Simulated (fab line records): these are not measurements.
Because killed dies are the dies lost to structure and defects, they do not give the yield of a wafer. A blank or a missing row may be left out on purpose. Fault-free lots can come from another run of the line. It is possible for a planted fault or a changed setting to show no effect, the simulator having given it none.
Chamber matching :: flow nandHarc :: rieDiel-13 running NHARC_A_STAIRCASE_ETCH_169: 4 sister chambers
The step etches the open film in CH3F/O2, target depth 50 nm, time 107.1 s. 20 wafers are shown with their chamber, then 10 later ones without.

WAFERS WITH THEIR CHAMBER
wafer: L074.1
chamber: 0
drypumpMotorCurrentA (A): 5.4
showerheadPlenumPTorr (Torr): 2.51
rfVppV (V): 246.0

wafer: L074.5
chamber: 3
drypumpMotorCurrentA (A): 6.5
showerheadPlenumPTorr (Torr): 2.28
rfVppV (V): 241.9

wafer: L074.6
chamber: 0
drypumpMotorCurrentA (A): 5.4
showerheadPlenumPTorr (Torr): 2.51
rfVppV (V): 245.3

wafer: L076.1
chamber: 0
drypumpMotorCurrentA (A): 5.4
showerheadPlenumPTorr (Torr): 2.51
rfVppV (V): 246.6

wafer: L076.3
chamber: 3
drypumpMotorCurrentA (A): 6.5
showerheadPlenumPTorr (Torr): 2.28
rfVppV (V): 242.3

wafer: L076.4
chamber: 2
drypumpMotorCurrentA (A): 5.7
showerheadPlenumPTorr (Torr): 2.32
rfVppV (V): 242.6

wafer: L079.4
chamber: 0
drypumpMotorCurrentA (A): 5.5
showerheadPlenumPTorr (Torr): 2.51
rfVppV (V): 244.4

wafer: L079.5
chamber: 3
drypumpMotorCurrentA (A): 6.5
showerheadPlenumPTorr (Torr): 2.28
rfVppV (V): 241.9

wafer: L079.6
chamber: 2
drypumpMotorCurrentA (A): 5.7
showerheadPlenumPTorr (Torr): 2.32
rfVppV (V): 242.4

wafer: L080.1
chamber: 1
drypumpMotorCurrentA (A): 5.4
showerheadPlenumPTorr (Torr): 2.40
rfVppV (V): 243.7

wafer: L080.2
chamber: 0
drypumpMotorCurrentA (A): 5.4
showerheadPlenumPTorr (Torr): 2.51
rfVppV (V): 244.0

wafer: L080.4
chamber: 2
drypumpMotorCurrentA (A): 5.7
showerheadPlenumPTorr (Torr): 2.32
rfVppV (V): 241.0

wafer: L085.4
chamber: 1
drypumpMotorCurrentA (A): 5.4
showerheadPlenumPTorr (Torr): 2.40
rfVppV (V): 243.6

wafer: L085.5
chamber: 1
drypumpMotorCurrentA (A): 5.4
showerheadPlenumPTorr (Torr): 2.40
rfVppV (V): 243.3

wafer: L085.6
chamber: 2
drypumpMotorCurrentA (A): 5.7
showerheadPlenumPTorr (Torr): 2.31
rfVppV (V): 243.0

wafer: L087.4
chamber: 3
drypumpMotorCurrentA (A): 6.5
showerheadPlenumPTorr (Torr): 2.65
rfVppV (V): 247.5

wafer: L087.5
chamber: 1
drypumpMotorCurrentA (A): 5.4
showerheadPlenumPTorr (Torr): 2.40
rfVppV (V): 241.7

wafer: L087.6
chamber: 2
drypumpMotorCurrentA (A): 5.7
showerheadPlenumPTorr (Torr): 2.31
rfVppV (V): 242.4

wafer: L089.2
chamber: 3
drypumpMotorCurrentA (A): 6.5
showerheadPlenumPTorr (Torr): 2.65
rfVppV (V): 247.3

wafer: L089.3
chamber: 1
drypumpMotorCurrentA (A): 5.4
showerheadPlenumPTorr (Torr): 2.40
rfVppV (V): 243.7

SIGNATURES (means of the wafers above)
reading: drypumpMotorCurrentA
chamber 0: 5.420
chamber 1: 5.400
chamber 2: 5.700
chamber 3: 6.500
scatter within a chamber: 0.0224

reading: showerheadPlenumPTorr
chamber 0: 2.5100
chamber 1: 2.4000
chamber 2: 2.3160
chamber 3: 2.4280
scatter within a chamber: 0.101

reading: rfVppV
chamber 0: 245.260
chamber 1: 243.200
chamber 2: 242.280
chamber 3: 244.180
scatter within a chamber: 1.67
Rule: distance of a wafer from a chamber = root of the sum over the readings of ((wafer's reading minus chamber's mean) / reading's scatter) squared. If the next closest chamber is less than 2 further off than the closest, the wafer can't be placed; otherwise it belongs to the closest. How the scatter is found: for the shown wafers, subtract from each reading the mean of its chamber, square and add these, divide the total by (wafers less chambers), then take the root.

WAFERS WHOSE CHAMBER IS MISSING
wafer: L089.6
drypumpMotorCurrentA (A): 5.7
showerheadPlenumPTorr (Torr): 2.31
rfVppV (V): 242.5

wafer: L090.1
drypumpMotorCurrentA (A): 6.5
showerheadPlenumPTorr (Torr): 2.65
rfVppV (V): 245.9

wafer: L090.2
drypumpMotorCurrentA (A): 5.3
showerheadPlenumPTorr (Torr): 2.40
rfVppV (V): 244.0

wafer: L090.5
drypumpMotorCurrentA (A): 5.3
showerheadPlenumPTorr (Torr): 2.40
rfVppV (V): 243.7

wafer: L091.1
drypumpMotorCurrentA (A): 5.7
showerheadPlenumPTorr (Torr): 2.31
rfVppV (V): 242.0

wafer: L091.3
drypumpMotorCurrentA (A): 5.3
showerheadPlenumPTorr (Torr): 2.39
rfVppV (V): 243.5

wafer: L091.4
drypumpMotorCurrentA (A): 6.6
showerheadPlenumPTorr (Torr): 2.65
rfVppV (V): 246.8

wafer: L095.1
drypumpMotorCurrentA (A): 6.5
showerheadPlenumPTorr (Torr): 2.65
rfVppV (V): 246.1

wafer: L095.2
drypumpMotorCurrentA (A): 5.3
showerheadPlenumPTorr (Torr): 2.39
rfVppV (V): 243.3

wafer: L095.6
drypumpMotorCurrentA (A): 5.7
showerheadPlenumPTorr (Torr): 2.31
rfVppV (V): 242.9

THE CHAMBER EACH PASSED THROUGH
wafer: L089.6
from the rows above: 2
in truth: 2

wafer: L090.1
from the rows above: 3
in truth: 3

wafer: L090.2
from the rows above: can't be placed: 1 or 0
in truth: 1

wafer: L090.5
from the rows above: can't be placed: 1 or 0
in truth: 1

wafer: L091.1
from the rows above: 2
in truth: 2

wafer: L091.3
from the rows above: can't be placed: 1 or 0
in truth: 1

wafer: L091.4
from the rows above: 3
in truth: 3

wafer: L095.1
from the rows above: 3
in truth: 3

wafer: L095.2
from the rows above: can't be placed: 1 or 0
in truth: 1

wafer: L095.6
from the rows above: 2
in truth: 2
Correctly placed: 6 of 10. Can't be placed from these rows: 4 (the true chamber is among the candidates in 4). Placed wrongly: 0.
